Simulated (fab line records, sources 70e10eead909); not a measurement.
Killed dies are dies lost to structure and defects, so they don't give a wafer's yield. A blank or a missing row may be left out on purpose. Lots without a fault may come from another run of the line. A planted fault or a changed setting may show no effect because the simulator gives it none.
Which tool did it? | flow nand_harc | 14 lots, 40 wafers sampled, at 1 step of a route of 1159

WHAT THE GAUGES READ, wafer by wafer
NHARC_A_SGD_CUT_INSPECT_25.
lot  | measured     | on                | raw_defect_count
L980 | day 14 18:05 | defect_inspect-02 | 320 550 257
L978 | day 14 18:18 | defect_inspect-02 | 317 442 433
L982 | day 15 18:29 | defect_inspect-02 | 605 772 665
L984 | day 16 05:35 | defect_inspect-01 | 196 236 244
L981 | day 16 05:35 | defect_inspect-02 | 214 256 179
L983 | day 16 15:40 | defect_inspect-01 | 545 367 395
L985 | day 16 15:43 | defect_inspect-02 | 371 463 432
L987 | day 17 09:10 | defect_inspect-01 | 437 508 579
L990 | day 17 09:17 | defect_inspect-02 | 274 313 296
L989 | day 18 00:37 | defect_inspect-02 | 218 306
L994 | day 18 13:46 | defect_inspect-02 | 349 359 363
L995 | day 18 23:55 | defect_inspect-02 | 256 365
L996 | day 19 05:16 | defect_inspect-02 | 273 212 314
L998 | day 20 02:04 | defect_inspect-02 | 241 325 225

WHICH TOOL RAN EACH LOT (tool, then ch and the chambers of the sampled wafers, then the start)
The record holds no process step before these readings.

WHAT THE TOOLS THEMSELVES READ (means of the sampled wafers that have a number; where no wafer has one, the mark that the record gives instead)
The record holds no such reading with a usual standard deviation.

THE ANSWER, worked out from the rows above alone
Rule: what is usual is taken from the lots themselves. Put in order of their means at a reading, lots are off if they are a third of the lots or fewer, leave a main group of 4 or more, and stand apart from it by a gap of 3 or more times the standard deviation of the main group's means; of several such gaps the widest counts. A main group whose means are all the same, to the digits that the tables above print for the reading, isn't used. A lot without any number at a reading at which 4 lots or more have one is off too. The other lots that the step has rows for count as sound. The gauges are gone through in route order, then the tools' own readings, and for those a lot's mean is taken as printed above. The first step at which some lot is off is used, and at that step the reading that is off furthest; a lot without a number counts as furthest.
No lot is off at any reading shown: from this, nothing can be told.

WHAT THE SIMULATOR HAD PUT IN
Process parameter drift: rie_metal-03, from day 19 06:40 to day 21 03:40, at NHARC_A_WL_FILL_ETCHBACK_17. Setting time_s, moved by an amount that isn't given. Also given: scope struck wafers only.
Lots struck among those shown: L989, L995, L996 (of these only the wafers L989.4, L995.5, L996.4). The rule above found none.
